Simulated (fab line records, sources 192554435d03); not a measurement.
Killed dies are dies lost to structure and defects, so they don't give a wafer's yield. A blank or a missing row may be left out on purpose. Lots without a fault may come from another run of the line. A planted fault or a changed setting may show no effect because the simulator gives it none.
Which tool did it? | flow n5_finfet | 11 lots, 31 wafers sampled, at 5 steps of a route of 1938

WHAT THE GAUGES READ, wafer by wafer
N5_SD_EPI_N_EPI_MEAS_23. Usual: thk_nm 59.1 nm, standard deviation 1.1.
lot  | measured    | on            | thk_nm (nm)    | flag
L148 | day 3 08:46 | film_metro-02 | 58.2 59.3 58.2 |
L150 | day 4 03:22 | film_metro-02 | 57.9 58.7 58.6 |
L151 | day 4 08:58 | film_metro-01 | 59.2 59.2 60.6 |
L154 | day 4 22:45 | film_metro-01 | 60.0 60.4 60.4 |
L155 | day 5 04:23 | film_metro-02 | 57.0 60.1 58.4 |
L156 | day 5 11:32 | film_metro-01 | 58.8 59.3 58.8 |
L158 | day 6 00:12 | film_metro-01 | 71.0 59.1      | OFF
L159 | day 6 06:07 | film_metro-01 | 71.3 59.2 72.5 | OFF
L160 | day 6 13:05 | film_metro-01 | 69.9 59.8      | OFF
L168 | day 8 15:02 | film_metro-02 | 60.6 59.7 58.5 |
L170 | day 8 22:31 | film_metro-02 | 59.7 58.8 61.6 |

WHICH TOOL RAN EACH LOT (tool, then ch and the chambers of the sampled wafers, then the start)
lot  | N5_SPACER0_ALD_07                | N5_SD_EPI_N_DESCUM_14             | N5_SD_EPI_N_SD_RECESS_17        | N5_SD_EPI_N_EPI_21
L148 | ald_sin-02 ch 0,1,3, day 3 04:19 | rie_diel-04 ch 0,1,3, day 3 05:22 | rie_si-01 ch 1,2,3, day 3 06:03 | epi_rpcvd-02 ch 0, day 3 07:02
L150 | ald_sin-02 ch 1,2,3, day 3 22:09 | rie_diel-02 ch 2,3, day 3 23:12   | rie_si-03 ch 2,3, day 3 23:54   | epi_rpcvd-01 ch 0, day 4 01:49
L151 | ald_sin-03 ch 0,1, day 4 03:15   | rie_diel-06 ch 1,3, day 4 04:50   | rie_si-01 ch 2,3, day 4 05:31   | epi_rpcvd-01 ch 0, day 4 06:41
L154 | ald_sin-01 ch 0,1,3, day 4 18:24 | rie_diel-02 ch 0,2,3, day 4 19:21 | rie_si-01 ch 0,2,3, day 4 20:01 | epi_rpcvd-02 ch 0, day 4 21:52
L155 | ald_sin-02 ch 0,2, day 4 23:56   | rie_diel-06 ch 2,3, day 5 01:00   | rie_si-01 ch 0,2,3, day 5 01:41 | epi_rpcvd-03 ch 0, day 5 02:57
L156 | ald_sin-03 ch 1,2,3, day 5 06:20 | rie_diel-06 ch 0,1,3, day 5 07:23 | rie_si-03 ch 1,2,3, day 5 08:04 | epi_rpcvd-01 ch 0, day 5 09:16
L158 | ald_sin-03 ch 0,2, day 5 19:42   | rie_diel-02 ch 1,2, day 5 20:49   | rie_si-04 ch 0,2, day 5 21:29   | epi_rpcvd-01 ch 0, day 5 22:46
L159 | ald_sin-02 ch 1,2, day 6 01:02   | rie_diel-02 ch 0,1,2, day 6 01:59 | rie_si-04 ch 1,3, day 6 02:40   | epi_rpcvd-01 ch 0, day 6 04:13
L160 | ald_sin-01 ch 0,1, day 6 08:02   | rie_diel-06 ch 0,1, day 6 08:58   | rie_si-04 ch 0,2, day 6 09:39   | epi_rpcvd-01 ch 0, day 6 11:11
L168 | ald_sin-02 ch 0,2,3, day 8 09:50 | rie_diel-06 ch 0,3, day 8 10:54   | rie_si-04 ch 1,2,3, day 8 11:35 | epi_rpcvd-03 ch 0, day 8 12:45
L170 | ald_sin-03 ch 0,1,2, day 8 18:11 | rie_diel-06 ch 0,3, day 8 19:08   | rie_si-04 ch 1,2,3, day 8 19:49 | epi_rpcvd-02 ch 0, day 8 20:48
- N5_SPACER0_ALD_07: deposits SiNx, target thk 2 nm.
- N5_SD_EPI_N_DESCUM_14: chemistry O2, time 7.9 s.
- N5_SD_EPI_N_SD_RECESS_17: chemistry HBr/Cl2/O2, target depth 41 nm, time 23.7 s, bt time 3 s.
- N5_SD_EPI_N_EPI_21: deposits Si:P, time 690 s.

WHAT THE TOOLS THEMSELVES READ (means of the sampled wafers that have a number; where no wafer has one, the mark that the record gives instead)
N5_SPACER0_ALD_07. Usual: heater_power_w 832 W, standard deviation 85.
lot  | tool       | heater_power_w (W) | flag
L148 | ald_sin-02 | 769                |
L150 | ald_sin-02 | 807                |
L151 | ald_sin-03 | 846                |
L154 | ald_sin-01 | 820                |
L155 | ald_sin-02 | 778                |
L156 | ald_sin-03 | 908                |
L158 | ald_sin-03 | 838                |
L159 | ald_sin-02 | 886                |
L160 | ald_sin-01 | 776                |
L168 | ald_sin-02 | 775                |
L170 | ald_sin-03 | 850                |

N5_SD_EPI_N_DESCUM_14. Usual: chamber_pressure_mTorr 19.998 mTorr, standard deviation 0.017; drypump_motor_current_A 5.6 A, standard deviation 0.54; oes_product_au 0.83 a.u., standard deviation 0.1; rf_vpp_V 243.2 V, standard deviation 1.3; showerhead_plenum_p_Torr 2.10 Torr, standard deviation 0.056; throttle_valve_pct 20.35 %, standard deviation 0.24.
lot  | tool        | chamber_pressure_mTorr (mTorr) | drypump_motor_current_A (A) | oes_product_au (a.u.) | rf_vpp_V (V) | showerhead_plenum_p_Torr (Torr) | throttle_valve_pct (%) | flag
L148 | rie_diel-04 | 20.001                         | 5.7                         | 0.84                  | 244.4        | 2.12                            | 20.24                  |
L150 | rie_diel-02 | 19.994                         | 5.3                         | 0.88                  | 244.4        | 2.16                            | 20.37                  |
L151 | rie_diel-06 | 19.995                         | 5.2                         | 0.70                  | 243.9        | 2.13                            | 20.73                  |
L154 | rie_diel-02 | 19.996                         | 5.3                         | 0.82                  | 243.3        | 2.11                            | 20.42                  |
L155 | rie_diel-06 | 20.019                         | 5.4                         | 0.79                  | 242.5        | 2.07                            | 20.47                  |
L156 | rie_diel-06 | 20.001                         | 5.4                         | 0.71                  | 242.8        | 2.10                            | 20.55                  |
L158 | rie_diel-02 | 19.991                         | 5.8                         | 0.91                  | 242.9        | 2.08                            | 20.39                  |
L159 | rie_diel-02 | 19.995                         | 5.5                         | 0.83                  | 242.1        | 2.05                            | 20.49                  |
L160 | rie_diel-06 | 19.994                         | 5.5                         | 0.85                  | 242.6        | 2.11                            | 20.34                  |
L168 | rie_diel-06 | 19.993                         | 5.3                         | 0.71                  | 242.2        | 2.07                            | 20.51                  |
L170 | rie_diel-06 | 19.981                         | 5.3                         | 0.71                  | 242.6        | 2.07                            | 20.50                  |

N5_SD_EPI_N_SD_RECESS_17. Usual: chamber_pressure_mTorr 10.000 mTorr, standard deviation 0.0094; drypump_motor_current_A 5.7 A, standard deviation 0.49; oes_product_au 1.011 a.u., standard deviation 0.017; throttle_valve_pct 37.03 %, standard deviation 0.24.
lot  | tool      | chamber_pressure_mTorr (mTorr) | drypump_motor_current_A (A) | oes_product_au (a.u.) | throttle_valve_pct (%) | flag
L148 | rie_si-01 | 10.005                         | 6.4                         | 1.004                 | 37.24                  |
L150 | rie_si-03 | 9.994                          | 5.5                         | 0.998                 | 37.08                  |
L151 | rie_si-01 | 9.993                          | 6.3                         | 0.998                 | 37.17                  |
L154 | rie_si-01 | 10.001                         | 6.0                         | 0.999                 | 36.99                  |
L155 | rie_si-01 | 10.008                         | 6.0                         | 0.994                 | 36.97                  |
L156 | rie_si-03 | 10.003                         | 5.5                         | 1.006                 | 36.91                  |
L158 | rie_si-04 | 10.002                         | 5.4                         | 1.026                 | 36.92                  |
L159 | rie_si-04 | 9.999                          | 5.5                         | 1.028                 | 36.98                  |
L160 | rie_si-04 | 9.992                          | 5.4                         | 1.015                 | 36.95                  |
L168 | rie_si-04 | 10.006                         | 5.5                         | 1.028                 | 37.00                  |
L170 | rie_si-04 | 10.003                         | 5.5                         | 1.020                 | 37.00                  |

N5_SD_EPI_N_EPI_21. Usual: susceptor_temp_C_max 681.8, standard deviation 0.67.
lot  | tool         | susceptor_temp_C_max | flag
L148 | epi_rpcvd-02 | 681.8                |
L150 | epi_rpcvd-01 | 681.0                |
L151 | epi_rpcvd-01 | 681.5                |
L154 | epi_rpcvd-02 | 681.5                |
L155 | epi_rpcvd-03 | 683.0                |
L156 | epi_rpcvd-01 | 681.6                |
L158 | epi_rpcvd-01 | 681.2                |
L159 | epi_rpcvd-01 | 681.3                |
L160 | epi_rpcvd-01 | 681.5                |
L168 | epi_rpcvd-03 | 682.5                |
L170 | epi_rpcvd-02 | 681.6                |

THE ANSWER, worked out from the rows above alone
Rule: a lot is off if the mean of its wafers that have a number lies more than 3 standard deviations from the usual mean. A lot without any number at a reading at which 4 lots or more have one is off too. The other lots that the step has rows for count as sound. The gauges are gone through in route order, then the tools' own readings, and for those a lot's mean is taken as printed above. The first step at which some lot is off is used, and at that step the reading that is off furthest; a lot without a number counts as furthest.
Off: L158, L159, L160, at N5_SD_EPI_N_EPI_MEAS_23 (thk_nm).
A tool fits if, at a process step before that reading, it ran every lot that is off, and no sound lot after the first of them. The gauges at N5_SD_EPI_N_EPI_MEAS_23 are tried like those tools. Can't be told from this: 2 tools fit, epi_rpcvd-01 at N5_SD_EPI_N_EPI_21, film_metro-01 at N5_SD_EPI_N_EPI_MEAS_23.

WHAT THE SIMULATOR HAD PUT IN
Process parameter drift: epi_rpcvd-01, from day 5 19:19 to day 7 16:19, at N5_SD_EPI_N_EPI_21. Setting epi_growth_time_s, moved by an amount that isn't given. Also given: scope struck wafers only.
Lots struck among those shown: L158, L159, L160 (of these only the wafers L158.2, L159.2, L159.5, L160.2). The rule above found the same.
